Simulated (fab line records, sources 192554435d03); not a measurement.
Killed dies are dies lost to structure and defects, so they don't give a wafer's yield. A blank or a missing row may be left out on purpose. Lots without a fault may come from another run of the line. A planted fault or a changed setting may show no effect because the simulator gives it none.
Chamber matching | flow n5_finfet | N5_BEOL_M0_SAQP_STRIP_86 on rie_diel-01: 4 sister chambers
The step strips in N2/H2. 4 wafers are shown with their chamber, then 9 later ones without.

WAFERS WITH THEIR CHAMBER
wafer  | chamber | showerhead_plenum_p_Torr (Torr)
L076.6 | 0       | 3.56
L088.4 | 3       | 3.47
L089.1 | 2       | 3.22
L089.5 | 1       | 3.48

WAFERS WITHOUT THEIR CHAMBER
wafer  | showerhead_plenum_p_Torr (Torr)
L091.2 | 3.54
L091.3 | 3.48
L091.6 | 3.22
L092.2 | 3.48
L092.3 | 3.22
L092.4 | 3.46
L095.1 | 3.54
L095.3 | 3.46
L095.4 | 3.21

WHICH CHAMBER EACH WENT THROUGH
wafer  | from the rows above     | in truth
L091.2 | 0                       | 0
L091.3 | can't be placed: 1 or 3 | 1
L091.6 | 2                       | 2
L092.2 | can't be placed: 1 or 3 | 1
L092.3 | 2                       | 2
L092.4 | can't be placed: 3 or 1 | 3
L095.1 | 0                       | 0
L095.3 | can't be placed: 3 or 1 | 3
L095.4 | 2                       | 2
Placed correctly: 5 of 9. Can't be placed from these rows: 4 (the true chamber is among the candidates in 4). Placed wrongly: 0.
How it was worked out, from the rows above alone: a wafer's distance from a chamber is the root of the sum, over the readings, of the square of ((its reading less the chamber's mean) divided by the reading's scatter). The wafer belongs to the nearest chamber; if the next one is less than 2 further off, it can't be placed. A chamber's mean is the mean of its shown wafers. The scatter: with one shown wafer a chamber, the root of the mean of the squares of how far each hidden wafer lies from its nearest shown one.
